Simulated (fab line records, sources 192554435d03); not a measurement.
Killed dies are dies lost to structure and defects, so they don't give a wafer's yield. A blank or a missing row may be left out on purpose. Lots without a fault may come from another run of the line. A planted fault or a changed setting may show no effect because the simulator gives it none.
fab line records | flow n5_finfet
record lots=7 wafers=39
route steps=1938 shown WELL_APT@33 STI_FIN_REVEAL@184 SD_EPI_P@308 HKMG_FIN@386 GATE_CUT@493 MOL_CONTACT_COAG@588 BEOL_M4@1111
start_h: hours from the record's first day to the start of the lot's first wafer shown | wait_h: hours since the lot's step before | " the same as in the row above | L1.1+2: a row that stands for several wafers | - no value, or no start given | * or withheld: withheld | < > ~ a bound
route shown NAME@n: a module of which the file shows steps, and the number in the route of the first | usual: mean/standard deviation of fault-free wafers | same: alike in all rows | chamber/n: place in a boat | sites: the reading at each site | _std_site: their standard deviation | _edge_site: outer sites' mean less inner sites' | radius_mm: how far each site lies from the wafer's centre | mask NAME#n: copy n | behind: the tool/chamber that last shaped the wafer | hold: why the lot was held/for how many hours/how that ended | device: the transistor (n, p or np) that didn't switch | end of line: the same wafers' tests at the end of the route | a step without rows: its recipe alone | killed: dies lost to structure and defects at the first sort, not the wafer's yield | map: a wafer's dies, x killed, . not, _ none there
set.NAME: the setting as run; set.NAME@STEP: as run at that earlier step | model.NAME: the simulator's own value behind a step, which no gauge read
lots whose settings were changed on purpose; a table a step, a row a wafer
## steps
# step N5_WELL_APT_IMPLANT_15
# recipe species=As energy_kev=25 dose_cm2=1.5e+13 tilt_deg=0 rotation_deg=0
# step N5_STI_FIN_REVEAL_ALD_14
# recipe material=Si3N4 target_thk_a=30 temp_c=400 ald_precursor_family=SiH2I2 ald_co_reactant=N2/H2-plasma pressure_torr=2
# step N5_SD_EPI_P_ETCH_37
# recipe chemistry=N2/H2 target=SOC overetch_a=1080 mask_material=SiARC temp_c=40 ion_energy_ev=100 source_w=3000 bias_w=133 pressure_mtorr=20 time_s=486 n2_flow_sccm=200 h2_flow_sccm=200 ends=end_point
# step N5_HKMG_FIN_HK_ALD_01
# recipe material=HfO2 target_thk_a=16 temp_c=withheld ald_precursor_family=HfCl4 ald_co_reactant=H2O pulse_time_s=3 purge_time_s=3 co_reactant_purge_time_s=2.5 co_reactant_pulse_time_s=0.3 ald_cycles=30
# step N5_HKMG_FIN_ETCH_54
# recipe chemistry=CF4 target=SiARC target_depth_a=455 mask_material=CAR-ArF time_s=75.8 ion_energy_ev=80 pressure_mtorr=40 source_w=545 bias_w=36 Ar_flow_sccm=100 cf4_flow_sccm=100 ends=cleared
# step N5_HKMG_FIN_ETCH_35
# recipe chemistry=N2/H2 target=SOC target_depth_a=2158 ion_energy_ev=65 bias_w=5 source_w=3000 time_s=243.4 pressure_mtorr=30 n2_flow_sccm=200 h2_flow_sccm=200
# step N5_GATE_CUT_ETCH_37
# recipe chemistry=N2/H2 target=SOC target_depth_a=600 overetch_a=120 mask_material=SiARC temp_c=40 time_s=90 ion_energy_ev=200 pressure_mtorr=30 source_w=840 bias_w=150 n2_flow_sccm=200 h2_flow_sccm=200
# step N5_MOL_CONTACT_COAG_ETCH_47
# recipe chemistry=CH3F/O2 target=SiNx target_depth_a=270 mask_material=SiO2 stop_on=W over_etch_frac=0.2 ion_energy_ev=120 endpoint=OES-CN pressure_mtorr=30 source_w=395 bias_w=73 Ar_flow_sccm=150 CH3F_flow_sccm=30 O2_flow_sccm=20 ends=end_point
# step N5_MOL_CONTACT_COAG_CVD_140
# recipe material=W target_thk_a=665 mode=selective_fill temp_c=300 time_s=215
# step N5_BEOL_M4_RC_MEAS_101
# usual EOT_N=10.55/0.12 EOT_P=10.51/0.11 IGATE_N=0.0121/0.0022 IGATE_P=0.0036/0.00067
# columns lot.wafer tool chamber start_h wait_h set.energy_kev@WELL_APT_IMPLANT_15 set.target_thk_a@STI_FIN_REVEAL_ALD_14 set.source_w@SD_EPI_P_ETCH_37 set.ald_cycles@HKMG_FIN_HK_ALD_01 set.cf4_flow_sccm@HKMG_FIN_ETCH_54 set.bias_w@HKMG_FIN_ETCH_35 set.bias_w@GATE_CUT_ETCH_37 set.source_w@MOL_CONTACT_COAG_ETCH_47 set.target_thk_a@MOL_CONTACT_COAG_CVD_140 EOT_N EOT_P IGATE_N[nA/um] IGATE_P[nA/um]
L077.2 prober-02 0 192.02 0.2 25 30 3000 30 100 5 150 395 665 10.56 10.37 0.0132 0.0040
L077.5 " 0 " " 25 30 3000 30 100 5 150 395 665 10.46 10.56 0.0121 0.0037
L077.6 " 0 " " 25 30 3000 30 100 5 150 395 665 10.50 10.56 0.0131 0.0039
L079.1 prober-02 0 195.35 0.0 23.13 33.32 3482 30 100 4.547 150 395 728.2 10.59 10.60 0.0109 0.0032
L079.2 " 0 " " 23.13 33.32 3000 32 100 4.547 150 335.1 728.2 10.75 10.74 0.0060 0.0017
L079.3 " 0 " " 25 33.32 3482 30 100 5 150 335.1 665 10.55 10.43 0.0112 0.0033
L079.4 " 0 " " 25 30 3482 32 100 4.547 150 395 665 10.81 10.68 0.0056 0.0016
L079.5 " 0 " " 23.13 30 3000 32 100 5 150 335.1 665 10.79 10.77 0.0060 0.0018
L079.6 " 0 " " 25 30 3000 30 100 5 150 395 728.2 10.53 10.49 0.0119 0.0035
L081.1 prober-01 0 214.21 0.5 25 30 3000 33 100 5 150 332 698.2 11.02 10.84 0.0037 0.0011
L081.2 " 0 " " 28.97 28.6 3497 33 100 5 150 332 665 10.87 10.79 0.0041 0.0012
L081.3 " 0 " " 25 30 3497 30 100 5 132 395 665 10.59 10.58 0.0104 0.0031
L081.4 " 0 " " 25 28.6 3000 30 100 5 150 395 665 10.72 10.59 0.0103 0.0031
L081.5 " 0 " " 28.97 30 3000 30 100 5 132 332 698.2 10.44 10.49 0.0149 0.0044
L081.6 " 0 " " 28.97 28.6 3497 33 100 5 132 395 698.2 11.02 10.88 0.0035 0.0011
L088.1 prober-02 0 252.27 0.0 25 30 3000 25 100 5.823 166.9 346.7 587 10.07 10.06 0.0684 0.0204
L088.2 " 0 " " 25 28.37 3000 30 120.2 5.823 150 395 587 10.33 10.42 0.0145 0.0044
L088.3 " 0 " " 22.11 30 3000 30 100 5 150 346.7 665 10.56 10.43 0.0123 0.0037
L088.4 " 0 " " 25 28.37 3000 30 100 5 166.9 395 665 10.69 10.47 0.0121 0.0036
L088.5 " 0 " " 22.11 30 3000 25 120.2 5.823 150 395 665 10.10 10.01 0.0715 0.0214
L088.6 " 0 " " 22.11 28.37 3000 25 120.2 5 166.9 346.7 587 9.80 9.81 0.0986 0.0297
L090.1 prober-02 0 276.00 0.0 27.14 30 3531 26 115.4 5 150 453.1 665 10.20 10.01 0.0431 0.0127
L090.2 " 0 " " 27.14 30 3000 26 100 5.535 150 395 739.3 9.96 10.04 0.0661 0.0194
L090.3 " 0 " " 25 31.43 3000 30 100 5 150 395 665 10.53 10.50 0.0116 0.0034
L090.4 " 0 " " 27.14 31.43 3531 30 100 5.535 150 453.1 665 10.51 10.58 0.0124 0.0036
L090.5 " 0 " " 25 31.43 3000 26 115.4 5.535 150 453.1 739.3 10.02 10.10 0.0541 0.0163
L090.6 " 0 " " 25 30 3531 30 115.4 5 150 395 739.3 10.52 10.49 0.0121 0.0036
L092.1 prober-02 0 284.39 0.0 23.4 30 2796 30 100 5 150 456.2 600.6 10.66 10.57 0.0098 0.0029
L092.2 " 0 " " 23.4 30 3000 31 100 5.42 150 456.2 665 10.49 10.48 0.0099 0.0030
L092.3 " 0 " " 23.4 30 2796 31 100 5.42 150 395 600.6 10.55 10.55 0.0087 0.0026
L092.4 " 0 " " 25 30 3000 30 100 5.42 150 456.2 665 10.53 10.50 0.0124 0.0037
L092.5 " 0 " " 25 30 3000 31 100 5 150 395 600.6 10.51 10.55 0.0088 0.0027
L092.6 " 0 " " 25 30 2796 30 100 5 150 395 665 10.47 10.46 0.0128 0.0038
L095.1 prober-01 0 306.77 0.0 25 32.7 3212 26 100 5 176.1 395 665 10.11 10.05 0.0564 0.0167
L095.2 " 0 " " 25 30 3212 26 100 5 150 448.7 616.2 10.11 10.14 0.0505 0.0152
L095.3 " 0 " " 25 32.7 3212 30 115.4 5 176.1 395 665 10.58 10.56 0.0110 0.0033
L095.4 " 0 " " 25 32.7 3000 30 115.4 5 150 395 616.2 10.72 10.65 0.0089 0.0027
L095.5 " 0 " " 25 30 3000 30 100 5 176.1 448.7 616.2 10.49 10.50 0.0152 0.0045
L095.6 " 0 " " 25 30 3000 26 115.4 5 150 448.7 665 10.24 10.23 0.0448 0.0133
## key
split step=N5_WELL_APT_IMPLANT_15 setting=energy_kev stated_as=25
response none clear
split step=N5_STI_FIN_REVEAL_ALD_14 setting=target_thk_a stated_as=30
response none clear
split step=N5_SD_EPI_P_ETCH_37 setting=source_w stated_as=3000
response none clear
split step=N5_HKMG_FIN_HK_ALD_01 setting=ald_cycles stated_as=30
response step=N5_BEOL_M4_RC_MEAS_101 reading=EOT_P slope=+0.0325 per=1% together_with=all explained=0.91
response step=N5_BEOL_M4_RC_MEAS_101 reading=IGATE_N slope=-0.00303 per=1% together_with=all explained=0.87
response step=N5_BEOL_M4_RC_MEAS_101 reading=IGATE_P slope=-0.000905 per=1% together_with=all explained=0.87
response step=N5_BEOL_M4_RC_MEAS_101 reading=EOT_N slope=+0.0335 per=1% together_with=all explained=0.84
split step=N5_HKMG_FIN_ETCH_54 setting=cf4_flow_sccm stated_as=100
response none clear
split step=N5_HKMG_FIN_ETCH_35 setting=bias_w stated_as=5
response none clear
split step=N5_GATE_CUT_ETCH_37 setting=bias_w stated_as=150
response none clear
split step=N5_MOL_CONTACT_COAG_ETCH_47 setting=source_w stated_as=395
response none clear
split step=N5_MOL_CONTACT_COAG_CVD_140 setting=target_thk_a stated_as=665
response none clear
